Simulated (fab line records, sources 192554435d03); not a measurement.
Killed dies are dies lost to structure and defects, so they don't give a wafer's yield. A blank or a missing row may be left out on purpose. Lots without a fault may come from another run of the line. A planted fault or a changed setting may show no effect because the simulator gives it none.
Chamber matching | flow n5_finfet | N5_HKMG_FIN_NWFM_ALD_20 on ald_metal-02: 4 sister chambers
The step deposits TiAlC, target thk 2 nm, pulse time 3 s, purge time 2 s. 8 wafers are shown with their chamber, then 8 later ones without.

WAFERS WITH THEIR CHAMBER
wafer  | chamber | heater_power_w (W) | precursor_pulse_height_rel
L149.1 | 3       | 494                | 0.964
L149.5 | 0       | 508                | 1.006
L153.5 | 1       | 494                | 0.993
L153.6 | 2       | 437                | 0.969
L163.1 | 0       | 512                | 1.016
L163.2 | 3       | 499                | 0.987
L163.3 | 1       | 486                | 0.992
L164.1 | 2       | 443                | 1.018

WAFERS WITHOUT THEIR CHAMBER
wafer  | heater_power_w (W) | precursor_pulse_height_rel
L164.3 | 482                | 1.008
L164.5 | 490                | 1.022
L165.1 | 509                | 1.020
L165.4 | 485                | 0.993
L165.5 | 498                | 0.981
L166.2 | 492                | 0.975
L166.3 | 476                | 0.992
L166.6 | 497                | 0.994

WHICH CHAMBER EACH WENT THROUGH
wafer  | from the rows above     | in truth
L164.3 | can't be placed: 1 or 3 | 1
L164.5 | can't be placed: 1 or 3 | 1
L165.1 | 0                       | 0
L165.4 | can't be placed: 1 or 3 | 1
L165.5 | can't be placed: 3 or 1 | 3
L166.2 | can't be placed: 1 or 3 | 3
L166.3 | can't be placed: 1 or 3 | 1
L166.6 | can't be placed: 3 or 1 | 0
Placed correctly: 1 of 8. Can't be placed from these rows: 7 (the true chamber is among the candidates in 6). Placed wrongly: 0.
How it was worked out, from the rows above alone: a wafer's distance from a chamber is the root of the sum, over the readings, of the square of ((its reading less the chamber's mean) divided by the reading's scatter). The wafer belongs to the nearest chamber; if the next one is less than 2 further off, it can't be placed. A chamber's mean is the mean of its shown wafers. The scatter: the root of (the sum of the squares of (reading less its chamber's mean) over the shown wafers, divided by (wafers less chambers)).
